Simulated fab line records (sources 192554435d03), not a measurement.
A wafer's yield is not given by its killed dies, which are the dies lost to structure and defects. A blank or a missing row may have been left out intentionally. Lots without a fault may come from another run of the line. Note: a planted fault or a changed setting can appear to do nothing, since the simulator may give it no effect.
What tool caused it? | flow n5 finfet | 36 wafers from 12 lots sampled at 4 of the route's 1938 steps

## WHAT EACH GAUGE READ, for each wafer
N5_BEOL_M6_CD_MEAS_28 targets a cd of 40 nm.
lot  | measured     | on        | cd nm (nm)
L075 | day 8 23:47  | cd sem-03 | 39.93 40.07 40.17
L077 | day 9 15:02  | cd sem-03 | 40.31 40.33 39.92
L080 | day 10 04:32 | cd sem-02 | 40.68 40.17 39.88
L079 | day 10 14:15 | cd sem-01 | 39.85 39.96 39.88
L082 | day 11 06:45 | cd sem-03 | 40.18 39.95 40.00
L085 | day 11 21:52 | cd sem-01 | 39.97 39.97 40.35
L087 | day 12 09:24 | cd sem-01 | 40.44 40.35 39.82
L089 | day 12 15:17 | cd sem-01 | 39.91 39.47 39.78
L091 | day 13 01:23 | cd sem-01 | 39.91 39.68 40.18
L094 | day 13 17:47 | cd sem-02 | 39.86 40.35 39.96
L095 | day 14 10:25 | cd sem-01 | 40.39 39.91 39.97
L097 | day 15 00:16 | cd sem-02 | 39.85 40.25 39.97

## WHAT TOOL EACH LOT RAN ON (gives the tool, then ch and the chambers of the sampled wafers, and finally the start)
lot  | N5_BEOL_M5_DEGAS_44          | N5_BEOL_M6_CURE_74            | N5_BEOL_M6_STRIP_19
L075 | pvd sputter-02, day 8 11:50  | uv cure-02 ch 0, day 8 19:11  | rie diel-03 ch 1,3, day 8 23:01
L077 | pvd sputter-02, day 9 04:14  | uv cure-03 ch 2, day 9 10:52  | rie diel-03 ch 0,1,3, day 9 12:52
L080 | pvd sputter-03, day 9 16:24  | uv cure-03 ch 2, day 10 02:10 | rie diel-02 ch 2,3, day 10 04:02
L079 | pvd sputter-02, day 10 03:04 | uv cure-02 ch 2, day 10 11:36 | rie diel-03 ch 1,2, day 10 13:26
L082 | pvd sputter-02, day 10 20:44 | uv cure-01 ch 0, day 11 04:17 | rie diel-03 ch 0,1, day 11 06:22
L085 | pvd sputter-01, day 11 08:38 | uv cure-02 ch 2, day 11 14:56 | rie diel-02 ch 2,3, day 11 19:41
L087 | pvd sputter-02, day 11 20:16 | uv cure-01 ch 2, day 12 02:43 | rie diel-05 ch 2,3, day 12 06:20
L089 | pvd sputter-03, day 12 05:08 | uv cure-01 ch 2, day 12 11:44 | rie diel-02 ch 0,3, day 12 14:54
L091 | pvd sputter-02, day 12 14:32 | uv cure-03 ch 2, day 12 21:10 | rie diel-05 ch 0,2,3, day 12 23:35
L094 | pvd sputter-03, day 13 09:29 | uv cure-03 ch 1, day 13 15:44 | rie diel-03 ch 0,1,2, day 13 17:19
L095 | pvd sputter-03, day 13 23:01 | uv cure-01 ch 1, day 14 06:31 | rie diel-03 ch 2,3, day 14 09:58
L097 | pvd sputter-03, day 14 14:34 | uv cure-03 ch 2, day 14 21:20 | rie diel-02 ch 2,3, day 14 23:52
- N5_BEOL_M5_DEGAS_44: time 60 s.
- N5_BEOL_M6_CURE_74: cures SiCOH lowk, time 240 s.
- N5_BEOL_M6_STRIP_19: strips in O2.

## THE ANSWER, worked out from the rows above alone
Rule: the usual values come from the lots themselves. The widest of any qualifying gaps counts: lots, ordered by their means at a reading, are off when they make up no more than a third of the lots, leave a main group of 4 or more, and stand apart from it by 3 or more times the standard deviation of that group's means. If all means in a main group match to the digits the tables above print for the reading, that group is not used. A lot without any number at a reading at which 4 lots or more have one is off too. Where the step has rows for the other lots, those lots are counted as sound.
No lot is off on any of the readings shown, so nothing can be concluded from this.

## WHAT THE SIMULATOR HAD PUT IN
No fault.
